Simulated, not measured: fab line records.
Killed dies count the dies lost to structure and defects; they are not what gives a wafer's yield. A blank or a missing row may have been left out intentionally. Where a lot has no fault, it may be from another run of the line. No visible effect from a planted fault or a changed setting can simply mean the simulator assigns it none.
fab line records -- flow n5_finfet
record lots=4, wafers=12, last_day=16
route steps=1938 shown BEOL_M1@833 BEOL_M2@841 BEOL_M4@1111 PASSIVATION@1936
lots that met no fault: from a run of the same line without faults
start_h: start of the lot's first displayed wafer, in hours after the record's first day -- wait_h: how many hours have passed since the lot's step before this one -- " as in the row above -- L1.1+2: a row that stands for several wafers -- - no value, or no start given -- * or withheld: withheld -- < > ~ a bound
route shown NAME@n: a module of which the file shows steps, and the number in the route of the first -- usual: mean and standard deviation over wafers with no fault -- same: alike in all rows -- chamber/n: place in a boat -- sites: each site's reading -- _std_site: the values' standard deviation -- _edge_site: inner sites' mean taken away from outer sites' mean -- radius_mm: how far each site lies from the wafer's centre -- mask NAME#n: copy n -- behind: the tool/chamber that last shaped the wafer -- hold: why the lot was held/for how many hours/how that ended -- device: names the non-switching transistor (n, p or np) -- end of line: the route-end tests of the same wafers -- for a step that has no rows: nothing shown but its recipe -- killed: dies that structure and defects cost at the first sort, which is not the same as the wafer's yield -- map: dies across one wafer; x = killed, . = not, _ = none there
set.NAME: the run value of the setting; set.NAME@STEP: its run value at that earlier step -- model.NAME: the simulator's own value behind a step, which no gauge read
certain route steps with their lots: each step a table, each wafer a row
services: the hour from which a tool's chamber was out of use, counted from the record's first day as start_h (under 0 if before that day), plus the number of hours and why
## steps
# step N5_BEOL_M1_CMP_52
# recipe stop_on=SiOC, t_overpolish_s=6.8, down_force_psi=1, platen_rpm=50, clearing_platen_down_force_psi=1.5, clearing_platen_rpm=50, post_cmp_clean=cu_alkaline, target_thk_nm=40, clearing_platen_pad_velocity_m_s=0.99484, pad_velocity_m_s=0.99484
# step N5_BEOL_M1_PRE_CLEAN_60
# recipe gas=NH3/H2, time_s=15, temp_c=*, rf_power_w=300
# step N5_BEOL_M1_CO_CAP_55
# recipe material=Co, target_thk_a=20, temp_c=200, precursor=CCTBA/H2, pressure_torr=30, time_s=102.1
# step N5_BEOL_M1_PRE_CLEAN_56
# recipe gas=NH3, time_s=15, temp_c=withheld, rf_power_w=300
# step N5_BEOL_M1_DEP_57
# recipe material=SiCN, target_thk_a=80, temp_c=withheld, precursor=3MS/NH3, pressure_torr=3, rf_w=202, time_s=14
# step N5_BEOL_M2_ILD_DEP_00
# recipe material=SiOC, target_thk_a=790, temp_c=350, precursor=DEMS/O2, pressure_torr=5, rf_w=500, time_s=15.3
# step N5_BEOL_M2_PECVD_72
# recipe material=SiO2, target_thk_a=160, temp_c=400, precursor=TEOS/O2, pressure_torr=5.5, rf_w=450, teos_flow_sccm=53.8, gas=O2, flow_sccm=3000, time_s=18
# step N5_BEOL_M2_HM_DEP_02
# recipe material=TiN, target_thk_a=200, temp_c=25, chamber_pressure_pa=0.49996
# step N5_BEOL_M2_COAT_61
# recipe resist=SOC, temp_c=250, time_s=60, spin_rpm=1500, resist_thk_nm=60
# usual spin_speed_rpm=1500.1/0.95
lot.wafer,tool,chamber,start_h,wait_h,spin_speed_rpm,model.SOC_of_BEOL_M2_COAT_61.thk_nm
L638.2,litho_track-04,0,167.55,0.1,1500.8,60.4
L638.4,litho_track-04,0,167.55,0.1,1500.2,60.2
L638.5,litho_track-04,0,167.55,0.1,1502.0,60.4
L644.3,litho_track-04,0,199.89,0.1,1405.2,62
L644.5,litho_track-04,0,199.89,0.1,1406.1,62
L644.6,litho_track-04,0,199.89,0.1,1405.0,62
L645.1,litho_track-04,0,217.80,0.1,1405.3,62
L645.3,litho_track-04,0,217.80,0.1,1404.5,62.2
L645.4,litho_track-04,0,217.80,0.1,1404.5,62
L650.2,litho_track-02,0,242.61,0.1,1500.2,60.2
L650.3,litho_track-02,0,242.61,0.1,1501.0,60
L650.5,litho_track-02,0,242.61,0.1,1498.4,60
# step N5_BEOL_M2_COAT_62
# recipe resist=SiARC, temp_c=220, time_s=60, spin_rpm=1500, resist_thk_nm=12
# step N5_BEOL_M2_COAT_73
# recipe resist=underlayer, temp_c=205, time_s=60, spin_rpm=1500, resist_thk_nm=5
# step N5_BEOL_M2_COAT_05
# recipe resist=CAR-EUV, spin_rpm=1500, resist_thk_nm=30
# step N5_BEOL_M2_EBR_07
# recipe solvent=PGMEA, ebr_width_mm=1.5
# step N5_BEOL_M2_SOFTBAKE_06
# recipe temp_c=110, time_s=60, resist=CAR-EUV
# step N5_BEOL_M2_EXPOSE_08
# recipe mask_id=M2, na=0.33, source_shape=dipole, sigma_inner=0.369, sigma_outer=0.767, polarization=unpolarized, dose_mj=41.25
# step N5_BEOL_M2_PEB_09
# recipe peb_temp_c=100, peb_time_s=60, resist=CAR-EUV
# step N5_BEOL_M2_DEVELOP_10
# recipe develop_time_s=30, developer=TMAH, resist=CAR-EUV, rinse_liquid=surfactant_rinse, dry=air_spin, dev_temp_c=23
# step N5_BEOL_M2_DESCUM_16
# recipe chemistry=O2, time_s=7, source_power_w=50, bias_power_w=20, pressure_mtorr=20, rf_frequency_hz=2.712e+07, temp_c=40, resist=CAR-EUV, o2_flow_sccm=225
# step N5_BEOL_M2_ETCH_74
# recipe chemistry=N2/H2, target=underlayer, target_depth_a=65, mask_material=CAR-EUV, time_s=5.2, ion_energy_ev=200, pressure_mtorr=30, source_w=840, bias_w=150, n2_flow_sccm=200, h2_flow_sccm=200, ends=cleared
# step N5_BEOL_M2_ETCH_63
# recipe chemistry=CF4, target=SiARC, target_depth_a=156, mask_material=CAR-EUV, time_s=26, ion_energy_ev=80, pressure_mtorr=40, source_w=545, bias_w=36, Ar_flow_sccm=100, cf4_flow_sccm=100, ends=cleared
# step N5_BEOL_M2_ETCH_64
# recipe chemistry=N2/H2, target=SOC, target_depth_a=750, overetch_a=225, mask_material=SiARC, temp_c=40, time_s=121.9, ion_energy_ev=200, pressure_mtorr=30, source_w=840, bias_w=150, n2_flow_sccm=200, h2_flow_sccm=200
# usual drypump_motor_current_A=5.9/0.5, n2_flow_sccm=200.0/0.59, oes_product_au=0.60/0.056, rf_vpp_V=523.9/2.4, showerhead_plenum_p_Torr=2.54/0.087, throttle_valve_pct=17.84/0.24
lot.wafer,tool,chamber,start_h,wait_h,drypump_motor_current_A,n2_flow_sccm,oes_product_au,rf_hours_counter_h,rf_vpp_V,showerhead_plenum_p_Torr,throttle_valve_pct,model.etch.depth_nm
L638.2,rie_diel-06,1,168.21,0.0,5.7,200.1,0.57,138,526.2,2.66,18.21,60.4
L638.4,rie_diel-06,3,168.21,0.0,4.9,199.9,0.61,-,525.6,2.57,18.00,60.28
L638.5,rie_diel-06,2,168.21,0.0,5.9,199.7,0.56,-,520.8,2.44,17.63,60.33
L644.3,rie_diel-06,2,202.29,0.0,5.9,200.3,0.56,168,521.3,2.43,17.64,61.94
L644.5,rie_diel-06,3,202.29,0.0,4.9,200.8,0.61,-,524.9,2.57,18.04,62
L644.6,rie_diel-06,2,202.29,0.0,5.9,199.9,0.56,-,521.3,2.43,17.64,62.02
L645.1,rie_diel-06,3,218.39,0.0,4.9,199.4,0.60,109,525.4,2.56,18.04,62.04
L645.3,rie_diel-06,0,218.39,0.0,6.9,200.4,0.60,124,520.6,2.45,17.52,62.19
L645.4,rie_diel-06,1,218.39,0.0,5.7,200.2,0.56,157,526.4,2.65,18.23,62.07
L650.2,rie_diel-04,3,243.11,0.0,6.1,200.2,0.61,84,528.3,2.68,17.72,60.11
L650.3,rie_diel-04,1,243.11,0.0,5.9,200.7,0.68,26,522.0,2.49,17.71,60.06
L650.5,rie_diel-04,0,243.11,0.0,6.5,199.8,0.70,-,522.1,2.49,17.51,59.93
# step N5_BEOL_M2_STRIP_65
# recipe chemistry=N2/H2, temp_c=40, n2_flow_sccm=200, h2_flow_sccm=200, rf_frequency_hz=6e+07
# step N5_BEOL_M2_STRIP_75
# recipe chemistry=N2/H2, temp_c=40, n2_flow_sccm=200, h2_flow_sccm=200, rf_frequency_hz=6e+07
# step N5_BEOL_M2_STRIP_66
# recipe chemistry=CF4, resist=SiARC, power_w=300, bias_power_w=75, pressure_mtorr=50, cf4_flow_sccm=150, rf_frequency_hz=6e+07
# step N5_BEOL_M2_HM_OPEN_17
# recipe chemistry=Cl2/BCl3, target_depth_a=200, overetch_a=60, target=TiN, mask_material=SOC, ion_energy_ev=150, pressure_mtorr=10, icp_w=1000, bias_w=126, Cl2_flow_sccm=53.25, bcl3_flow_sccm=21.75, Ar_flow_sccm=25
# usual drypump_motor_current_A=5.9/0.39, oes_product_au=0.68/0.074, throttle_valve_pct=22.15/0.12
lot.wafer,tool,chamber,start_h,wait_h,drypump_motor_current_A,oes_product_au,rf_hours_counter_h,throttle_valve_pct,model.SOC_of_BEOL_M2_COAT_61.thk_nm
L638.2,rie_metal-01,1,168.38,0.0,5.4,0.50,131,22.28,52.6
L638.4,rie_metal-01,0,168.38,0.0,6.2,0.62,-,22.00,52.4
L638.5,rie_metal-01,0,168.38,0.0,6.2,0.62,-,21.98,52.4
L644.3,rie_metal-02,0,202.50,0.1,6.2,0.70,-,22.30,54
L644.5,rie_metal-02,1,202.50,0.1,6.0,0.68,-,22.05,54
L644.6,rie_metal-02,0,202.50,0.1,6.2,0.70,-,22.29,54
L645.1,rie_metal-01,0,218.57,0.0,6.2,0.60,69,21.99,54.2
L645.3,rie_metal-01,0,218.57,0.0,6.2,0.60,-,22.00,54.2
L645.4,rie_metal-01,1,218.57,0.0,5.4,0.81,-,22.07,54.2
L650.2,rie_metal-02,0,243.28,0.0,6.2,0.69,30,22.33,52
L650.3,rie_metal-02,0,243.28,0.0,6.2,0.69,-,22.33,51.8
L650.5,rie_metal-02,1,243.28,0.0,6.0,0.68,-,22.06,51.8
# step N5_BEOL_M2_STRIP_19
# recipe chemistry=O2, power_w=400, temp_c=40, pressure_mtorr=30, rf_frequency_hz=6e+07, bias_power_w=0, overash_fraction=0.2, o2_flow_sccm=225
# step N5_BEOL_M4_RC_MEAS_101
# usual DIBL_N=36.3/1, DIBL_P=36.2/1.4, IOFF_N=0.157/0.021, IOFF_P=0.206/0.025, ION_N=673/9, ION_P=461/6.4, SS_N=71.5/0.5, SS_P=73.2/0.47, VT_N=249.9/2.4, VT_P=-250.6/2.9
lot.wafer,tool,chamber,start_h,wait_h,DIBL_N[mV/V],DIBL_P[mV/V],IOFF_N[nA/um],IOFF_P[nA/um],ION_N[uA/um],ION_P[uA/um],SS_N[mV/dec],SS_P[mV/dec],VT_N[mV],VT_P[mV]
L638.2,prober-01,0,201.70,0.2,38.3,36.8,0.173,0.210,677,462,71.7,73.0,248.6,-252.0
L638.4,prober-01,0,201.70,0.2,37.3,36.1,0.155,0.206,684,468,71.7,73.3,248.2,-249.6
L638.5,prober-01,0,201.70,0.2,37.6,37.2,0.176,0.225,683,464,71.7,73.3,246.7,-250.1
L644.3,prober-02,0,237.44,0.3,38.8,39.5,0.204,0.247,677,460,72.6,74.1,248.8,-250.0
L644.5,prober-02,0,237.44,0.3,36.2,36.4,0.145,0.191,665,457,72.5,73.2,256.0,-251.6
L644.6,prober-02,0,237.44,0.3,36.1,36.1,0.147,0.190,677,464,72.6,72.7,251.3,-252.7
L645.1,prober-01,0,247.18,0.0,33.5,32.4,0.125,0.165,663,447,71.0,73.2,252.8,-254.5
L645.3,prober-01,0,247.18,0.0,36.0,35.7,0.155,0.204,667,454,71.0,73.5,251.8,-250.8
L645.4,prober-01,0,247.18,0.0,37.6,37.8,0.190,0.232,675,455,72.0,73.8,250.0,-248.7
L650.2,prober-01,0,271.26,0.2,36.2,35.9,0.151,0.209,676,466,71.1,72.9,249.4,-249.9
L650.3,prober-01,0,271.26,0.2,36.5,36.0,0.153,0.212,676,463,71.5,72.7,250.3,-248.4
L650.5,prober-01,0,271.26,0.2,36.6,36.2,0.152,0.218,670,466,71.2,73.3,250.0,-247.1
# step N5_PASSIVATION_PROBE_49
# usual defect_limited_yield=91.1/1.3, killed_at_M0_to_M3=36/10, killed_at_M4_up=14/4.4, killed_at_contacts=14/5.7, killed_at_front_end=39/9.4, killed_at_other=2.9/2.6, killed_dies=105/15, killed_on_rim=14/3.5, killed_open=70/12, killed_short=34/7.1, sort_bin_5_function=5.3/0.77, sort_bin_6_memory=3.3/0.66, sort_n_pass=1075/15, sort_yield_pct=91.1/1.3
# same gross_dies=1180, killed_at_back_side=0, sort_bin_4_leakage[%]=0, sort_bin_8_speed[%]=0
lot.wafer,tool,chamber,start_h,wait_h,defect_limited_yield[%],killed_at_M0_to_M3,killed_at_M4_up,killed_at_contacts,killed_at_front_end,killed_at_other,killed_dies,killed_on_rim,killed_open,killed_short,sort_bin_5_function[%],sort_bin_6_memory[%],sort_n_pass,sort_yield_pct[%]
L644.3,prober-01,-,336.33,0.1,90.9,37,17,19,33,1,107,11,74,33,5.3,3.4,1073,90.9
L644.5,prober-01,-,336.43,0.2,89.1,23,13,23,67,3,129,17,92,37,6.4,4.2,1051,89.1
L644.6,prober-01,-,336.48,0.3,91.5,23,19,18,38,2,100,15,70,29,5.3,3.0,1080,91.5
# killed by level:class
L644.3 MOL_CONTACT_COAG:geometric_particle:open=13 BEOL_M2:geometric_particle:open=12 FIN_SAQP:geometric_particle:open=7 DUMMY_GATE:geometric_particle:open=7 MOL_CONTACT_COAG:geometric_particle:short=6 BEOL_M0_SAQP:geometric_particle:short=5 BEOL_M0_SAQP:geometric_particle:open=5 BEOL_M0:geometric_particle:open=5
L644.5 FIN_SAQP:geometric_particle:open=26 MOL_CONTACT_COAG:geometric_particle:open=17 FIN_SAQP:geometric_particle:short=13 STI_FIN_REVEAL:geometric_particle:open=8 GATE_CUT:geometric_particle:open=7 MOL_CONTACT_COAG:geometric_particle:short=6 BEOL_M0_SAQP:geometric_particle:open=4 BEOL_M1:geometric_particle:open=4
L644.6 MOL_CONTACT_COAG:geometric_particle:open=16 FIN_SAQP:geometric_particle:open=9 STI_FIN_REVEAL:geometric_particle:open=7 FIN_SAQP:geometric_particle:short=6 BEOL_M0_SAQP:geometric_particle:open=6 BEOL_M4:geometric_particle:open=6 GATE_CUT:geometric_particle:short=5 BEOL_M0_SAQP:geometric_particle:short=5
## services
tool,chamber,start_h,hours,kind
rie_diel-04,1,151.30,-,clean
rie_diel-04,1,151.30,-,consumable_replace:focus_ring
rie_diel-04,1,151.30,20.6,scheduled_down
rie_diel-04,1,151.30,20.6,vent_cycle
rie_diel-06,2,154.30,2.7,repair
rie_metal-01,-,175.05,14.6,pm
rie_metal-01,1,189.65,-,clean
rie_metal-01,1,189.65,15.7,scheduled_down
rie_metal-01,1,189.65,15.7,vent_cycle
rie_diel-04,0,191.11,-,clean
rie_diel-04,0,191.11,-,consumable_replace:focus_ring
rie_diel-04,0,191.11,17.0,scheduled_down
rie_diel-04,0,191.11,17.0,vent_cycle
rie_diel-04,1,209.25,5.5,repair
rie_diel-04,0,234.06,1.5,repair
## key
first_sign step=N5_BEOL_M2_COAT_61, reading=spin_speed_rpm, direction=down, sigmas=99+, usual=*, struck=*
effect none on later readings
model_effect step=N5_BEOL_M2_COAT_61, value=SOC_of_BEOL_M2_COAT_61.thk_nm, without=60.03, struck=62.03
model_effect step=N5_BEOL_M2_ETCH_64, value=etch.depth_nm, without=60.04, struck=62.04
model_effect step=N5_BEOL_M2_HM_OPEN_17, value=SOC_of_BEOL_M2_COAT_61.thk_nm, without=52.1, struck=54.1
met_at N5_BEOL_M2_COAT_61
struck_wafers L644.3,L644.5,L644.6,L645.1,L645.3,L645.4
onset_between 167.55 199.89
fault kind=process_parameter_drift, tool=litho_track-04, chamber=-, onset_h=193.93, steps=N5_BEOL_M2_COAT_61, channel=spin_rpm, offset=*, shape=step, end_h=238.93, acts_in=*, stated=*
